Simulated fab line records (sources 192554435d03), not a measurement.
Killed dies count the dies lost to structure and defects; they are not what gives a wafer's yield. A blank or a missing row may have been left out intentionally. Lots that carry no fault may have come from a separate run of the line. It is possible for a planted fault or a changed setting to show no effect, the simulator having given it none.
Chamber matching -- flow n5Finfet -- N5_BEOL_M5_PRE_CLEAN_77 on cvdCo-02: 3 sister chambers
The step time 15 s. 6 wafers are shown with their chamber, then 12 later ones without.

## WAFERS, EACH WITH ITS CHAMBER
wafer,chamber,heaterPowerW (W)
L082.4,2,88
L086.3,1,96
L086.5,0,104
L089.4,2,90
L089.5,0,103
L089.6,1,95

## WAFERS WHOSE CHAMBER IS MISSING
wafer,heaterPowerW (W)
L091.1,88
L091.2,97
L091.5,105
L095.1,100
L095.2,89
L095.3,105
L095.4,103
L095.5,100
L095.6,90
L096.2,95
L096.3,106
L096.4,89

## CHAMBER TAKEN BY EACH
wafer,from the rows above,in truth
L091.1,2,2
L091.2,1,1
L091.5,0,0
L095.1,can't be placed: 0 or 1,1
L095.2,2,2
L095.3,0,0
L095.4,0,0
L095.5,can't be placed: 0 or 1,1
L095.6,2,2
L096.2,1,1
L096.3,0,0
L096.4,2,2
10 of 12 placed correctly. From these rows, 2 cannot be placed; in 2 the true chamber is one of the candidates. Placed wrongly: 0.
How it was worked out, from the rows above alone: a wafer's distance from a chamber is the root of the sum, over the readings, of the square of ((its reading less the chamber's mean) divided by the reading's scatter). If the next closest chamber is less than 2 further off than the closest, the wafer can't be placed; otherwise it belongs to the closest. For every chamber, the mean is computed from those of its wafers that are shown. How the scatter is found: for the shown wafers, subtract from each reading the mean of its chamber, square and add these, divide the total by (wafers less chambers), then take the root.
